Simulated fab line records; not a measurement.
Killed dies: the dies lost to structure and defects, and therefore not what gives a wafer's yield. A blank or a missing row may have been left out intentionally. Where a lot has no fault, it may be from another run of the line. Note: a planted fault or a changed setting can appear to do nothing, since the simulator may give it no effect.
Chamber matching :: flow nandHarc :: aldHk-04 running NHARC_A_WL_FILL_ALD_00: 4 sister chambers
The step deposits Al2O3, target thk 3 nm, pulse time 3 s, ald cycles 30. 7 wafers are shown with their chamber, then 7 later ones without.

== WAFERS, EACH WITH ITS CHAMBER ==
wafer: L083.3
chamber: 2
heaterPowerW (W): 462
precursorPulseHeightRel: 0.995

wafer: L083.5
chamber: 0
heaterPowerW (W): 464
precursorPulseHeightRel: 1.015

wafer: L083.6
chamber: 3
heaterPowerW (W): 485
precursorPulseHeightRel: 0.996

wafer: L088.5
chamber: 0
heaterPowerW (W): 463
precursorPulseHeightRel: 1.022

wafer: L088.6
chamber: 1
heaterPowerW (W): 506
precursorPulseHeightRel: 1.040

wafer: L081.2
chamber: 2
heaterPowerW (W): 459
precursorPulseHeightRel: 0.964

wafer: L081.3
chamber: 1
heaterPowerW (W): 524
precursorPulseHeightRel: 0.987

== WAFERS WITH NO CHAMBER GIVEN ==
wafer: L081.4
heaterPowerW (W): 494
precursorPulseHeightRel: 0.986

wafer: L089.2
heaterPowerW (W): 470
precursorPulseHeightRel: 1.022

wafer: L089.3
heaterPowerW (W): 475
precursorPulseHeightRel: 0.971

wafer: L089.6
heaterPowerW (W): 519
precursorPulseHeightRel: 0.971

wafer: L090.1
heaterPowerW (W): 505
precursorPulseHeightRel: 0.980

wafer: L090.2
heaterPowerW (W): 481
precursorPulseHeightRel: 0.993

wafer: L090.5
heaterPowerW (W): 474
precursorPulseHeightRel: 1.014

== WHICH CHAMBER EACH ONE RAN IN ==
wafer: L081.4
from the rows above: can't be placed: 3 or 1
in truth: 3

wafer: L089.2
from the rows above: can't be placed: 0 or 2 or 3
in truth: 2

wafer: L089.3
from the rows above: can't be placed: 3 or 2 or 0
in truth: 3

wafer: L089.6
from the rows above: 1
in truth: 1

wafer: L090.1
from the rows above: can't be placed: 1 or 3
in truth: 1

wafer: L090.2
from the rows above: 3
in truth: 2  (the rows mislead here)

wafer: L090.5
from the rows above: can't be placed: 0 or 3 or 2
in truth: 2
1 of 7 placed correctly. These rows do not allow placing 5 (true chamber among the candidates in 5). Wrongly placed: 1.
How it was worked out, from the rows above alone: a wafer's distance from a chamber is the root of the sum, over the readings, of the square of ((its reading less the chamber's mean) divided by the reading's scatter). The wafer belongs to the nearest chamber; if the next one is less than 2 further off, it can't be placed. Each chamber's mean is taken over the wafers shown for it. How the scatter is found: for the shown wafers, subtract from each reading the mean of its chamber, square and add these, divide the total by (wafers less chambers), then take the root.
